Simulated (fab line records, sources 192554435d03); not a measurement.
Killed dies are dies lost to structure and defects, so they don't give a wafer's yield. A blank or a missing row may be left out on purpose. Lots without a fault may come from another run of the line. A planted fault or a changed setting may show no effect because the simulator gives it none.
Which tool did it? | flow n5_finfet | 24 lots, 72 wafers sampled, at 2 steps of a route of 1938

WHAT THE GAUGES READ, wafer by wafer
N5_BEOL_M1_RS_MEAS_58: measures by four-point-probe. Usual: M1_RS 0.66 ohm/sq, standard deviation 0.034.
lot  | measured     | on            | M1_RS (ohm/sq) | flag
L074 | day 6 07:51  | film_metro-01 | 0.66 0.64 0.63 |
L075 | day 6 14:20  | film_metro-02 | 0.67 0.65 0.63 |
L076 | day 7 00:31  | film_metro-02 | 0.72 0.70 0.66 |
L077 | day 7 05:52  | film_metro-02 | 0.74 0.71 0.69 |
L078 | day 7 15:50  | film_metro-01 | 0.69 0.63 0.62 |
L079 | day 7 20:19  | film_metro-02 | 0.67 0.63 0.63 |
L080 | day 8 00:37  | film_metro-01 | 0.68 0.65 0.65 |
L081 | day 8 09:34  | film_metro-01 | 0.67 0.70 0.62 |
L082 | day 8 18:52  | film_metro-02 | 0.68 0.63 0.64 |
L083 | day 8 20:14  | film_metro-02 | 0.67 0.66 0.62 |
L084 | day 9 05:08  | film_metro-01 | 0.72 0.63 0.67 |
L085 | day 9 09:49  | film_metro-01 | 0.67 0.65 0.63 |
L086 | day 9 17:14  | film_metro-02 | 0.67 0.62 0.62 |
L087 | day 9 19:00  | film_metro-01 | 0.63 0.69 0.61 |
L089 | day 10 04:26 | film_metro-01 | 0.73 0.68 0.66 |
L088 | day 10 06:31 | film_metro-01 | 0.66 0.60 0.61 |
L090 | day 10 11:35 | film_metro-02 | 0.65 0.66 0.64 |
L091 | day 10 21:02 | film_metro-02 | 0.73 0.68 0.66 |
L092 | day 11 03:38 | film_metro-01 | 0.63 0.66 0.64 |
L093 | day 11 05:04 | film_metro-02 | 0.64 0.66 0.65 |
L094 | day 11 08:32 | film_metro-02 | 0.63 0.66 0.62 |
L095 | day 11 11:38 | film_metro-01 | 0.68 0.66 0.65 |
L096 | day 12 03:41 | film_metro-02 | 0.71 0.65 0.67 |
L097 | day 12 19:03 | film_metro-02 | 0.73 0.76 0.69 |

N5_BEOL_M2_CD_MEAS_11: target cd 16.79 nm. Usual: cd_nm 16.80 nm, standard deviation 0.23.
lot  | measured     | on        | cd_nm (nm)        | flag
L074 | day 6 10:46  | cd_sem-01 | 17.34 16.82 16.43 |
L075 | day 6 15:41  | cd_sem-02 | 16.62 16.73 16.90 |
L076 | day 7 01:08  | cd_sem-02 | 16.43 16.90 17.02 |
L077 | day 7 07:38  | cd_sem-02 | 16.39 16.92 16.98 |
L078 | day 7 16:48  | cd_sem-03 | 16.90 17.09 17.13 |
L079 | day 7 21:05  | cd_sem-03 | 16.96 16.65 16.81 |
L080 | day 8 03:01  | cd_sem-01 | 16.49 16.67 16.36 |
L081 | day 8 11:35  | cd_sem-01 | 16.53 16.85 16.97 |
L082 | day 8 20:32  | cd_sem-01 | 16.66 16.68 16.54 |
L083 | day 8 21:55  | cd_sem-02 | 16.93 16.55 16.85 |
L084 | day 9 06:46  | cd_sem-03 | 16.87 16.93 16.79 |
L085 | day 9 12:11  | cd_sem-03 | 16.68 16.72 16.88 |
L086 | day 9 18:16  | cd_sem-01 | 16.87 16.94 16.91 |
L087 | day 9 19:38  | cd_sem-03 | 17.19 16.82 17.18 |
L089 | day 10 05:04 | cd_sem-02 | 16.79 16.41 16.75 |
L088 | day 10 07:17 | cd_sem-01 | 16.70 16.77 16.51 |
L090 | day 10 12:32 | cd_sem-03 | 16.69 16.98 16.61 |
L091 | day 11 00:03 | cd_sem-03 | 16.57 17.11 16.82 |
L092 | day 11 04:18 | cd_sem-02 | 16.93 17.17 17.15 |
L093 | day 11 07:10 | cd_sem-03 | 16.74 16.61 16.46 |
L094 | day 11 11:10 | cd_sem-02 | 16.70 16.49 16.84 |
L095 | day 11 12:41 | cd_sem-01 | 16.71 16.63 17.17 |
L096 | day 12 05:28 | cd_sem-03 | 17.00 17.12 16.96 |
L097 | day 12 20:08 | cd_sem-02 | 16.67 16.97 16.80 |

WHICH TOOL RAN EACH LOT (tool, then ch and the chambers of the sampled wafers, then the start)
The record holds no process step before these readings.

WHAT THE TOOLS THEMSELVES READ (means of the sampled wafers that have a number; where no wafer has one, the mark that the record gives instead)
The record holds no such reading with a usual standard deviation.

THE ANSWER, worked out from the rows above alone
Rule: a lot is off if the mean of its wafers that have a number lies more than 3 standard deviations from the usual mean. A lot without any number at a reading at which 4 lots or more have one is off too. The other lots that the step has rows for count as sound. The gauges are gone through in route order, then the tools' own readings, and for those a lot's mean is taken as printed above. The first step at which some lot is off is used, and at that step the reading that is off furthest; a lot without a number counts as furthest.
No lot is off at any reading shown: from this, nothing can be told.

WHAT THE SIMULATOR HAD PUT IN
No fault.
